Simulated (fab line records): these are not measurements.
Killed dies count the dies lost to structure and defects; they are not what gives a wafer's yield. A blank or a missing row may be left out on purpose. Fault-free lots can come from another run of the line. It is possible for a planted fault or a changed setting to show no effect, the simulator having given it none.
Chamber matching / flow n5 finfet / 4 sister chambers for N5_BEOL_M11_STRIP_36 on rie diel-04
The step strips in N2/H2. 14 wafers are shown with their chamber, then 7 later ones without.

WAFERS PAIRED WITH THEIR CHAMBERS
wafer=L075.1; chamber=0; drypump motor current A (A)=4.8; showerhead plenum p Torr (Torr)=2.71; throttle valve pct (%)=23.3
wafer=L075.2; chamber=1; drypump motor current A (A)=5.2; showerhead plenum p Torr (Torr)=2.49; throttle valve pct (%)=23.5
wafer=L075.6; chamber=0; drypump motor current A (A)=4.8; showerhead plenum p Torr (Torr)=2.71; throttle valve pct (%)=23.4
wafer=L078.3; chamber=3; drypump motor current A (A)=6.2; showerhead plenum p Torr (Torr)=2.46; throttle valve pct (%)=24.3
wafer=L078.4; chamber=3; drypump motor current A (A)=6.2; showerhead plenum p Torr (Torr)=2.46; throttle valve pct (%)=24.3
wafer=L078.6; chamber=2; drypump motor current A (A)=6.2; showerhead plenum p Torr (Torr)=2.68; throttle valve pct (%)=23.9
wafer=L081.1; chamber=2; drypump motor current A (A)=6.1; showerhead plenum p Torr (Torr)=2.68; throttle valve pct (%)=23.9
wafer=L081.4; chamber=1; drypump motor current A (A)=5.2; showerhead plenum p Torr (Torr)=2.49; throttle valve pct (%)=23.3
wafer=L081.5; chamber=0; drypump motor current A (A)=4.8; showerhead plenum p Torr (Torr)=2.70; throttle valve pct (%)=23.4
wafer=L084.2; chamber=3; drypump motor current A (A)=6.2; showerhead plenum p Torr (Torr)=2.45; throttle valve pct (%)=24.3
wafer=L084.3; chamber=2; drypump motor current A (A)=6.1; showerhead plenum p Torr (Torr)=2.67; throttle valve pct (%)=23.9
wafer=L084.5; chamber=1; drypump motor current A (A)=5.2; showerhead plenum p Torr (Torr)=2.49; throttle valve pct (%)=23.2
wafer=L082.1; chamber=1; drypump motor current A (A)=5.2; showerhead plenum p Torr (Torr)=2.49; throttle valve pct (%)=23.3
wafer=L082.3; chamber=2; drypump motor current A (A)=6.1; showerhead plenum p Torr (Torr)=2.68; throttle valve pct (%)=23.9

SIGNATURES (means of the wafers above)
reading=drypump motor current A; chamber 0=4.800; chamber 1=5.200; chamber 2=6.125; chamber 3=6.200; scatter within a chamber=0.0274
reading=showerhead plenum p Torr; chamber 0=2.7067; chamber 1=2.4900; chamber 2=2.6775; chamber 3=2.4567; scatter within a chamber=0.00456
reading=throttle valve pct; chamber 0=23.367; chamber 1=23.325; chamber 2=23.900; chamber 3=24.300; scatter within a chamber=0.0736
Rule: a wafer lies at a distance from a chamber equal to the root of the sum of squares, over the readings, of (its reading less the chamber's mean, divided by the reading's scatter). The wafer belongs to the nearest chamber; if the next one is less than 2 further off, it can't be placed. The scatter: the root of (the sum of the squares of (reading less its chamber's mean) over the shown wafers, divided by (wafers less chambers)).

WAFERS WITH NO CHAMBER GIVEN
wafer=L082.4; drypump motor current A (A)=4.8; showerhead plenum p Torr (Torr)=2.70; throttle valve pct (%)=23.4
wafer=L088.1; drypump motor current A (A)=6.2; showerhead plenum p Torr (Torr)=2.67; throttle valve pct (%)=23.9
wafer=L088.5; drypump motor current A (A)=6.2; showerhead plenum p Torr (Torr)=2.45; throttle valve pct (%)=24.3
wafer=L088.6; drypump motor current A (A)=4.8; showerhead plenum p Torr (Torr)=2.70; throttle valve pct (%)=23.4
wafer=L091.1; drypump motor current A (A)=4.8; showerhead plenum p Torr (Torr)=2.69; throttle valve pct (%)=23.4
wafer=L091.2; drypump motor current A (A)=6.1; showerhead plenum p Torr (Torr)=2.67; throttle valve pct (%)=24.0
wafer=L091.3; drypump motor current A (A)=5.2; showerhead plenum p Torr (Torr)=2.48; throttle valve pct (%)=23.3

CHAMBER TAKEN BY EACH
wafer=L082.4; from the rows above=0; in truth=0
wafer=L088.1; from the rows above=2; in truth=2
wafer=L088.5; from the rows above=3; in truth=3
wafer=L088.6; from the rows above=0; in truth=0
wafer=L091.1; from the rows above=0; in truth=0
wafer=L091.2; from the rows above=2; in truth=2
wafer=L091.3; from the rows above=1; in truth=1
Correct placement for 7 of the 7. Can't be placed from these rows: 0. Number placed wrongly: 0.
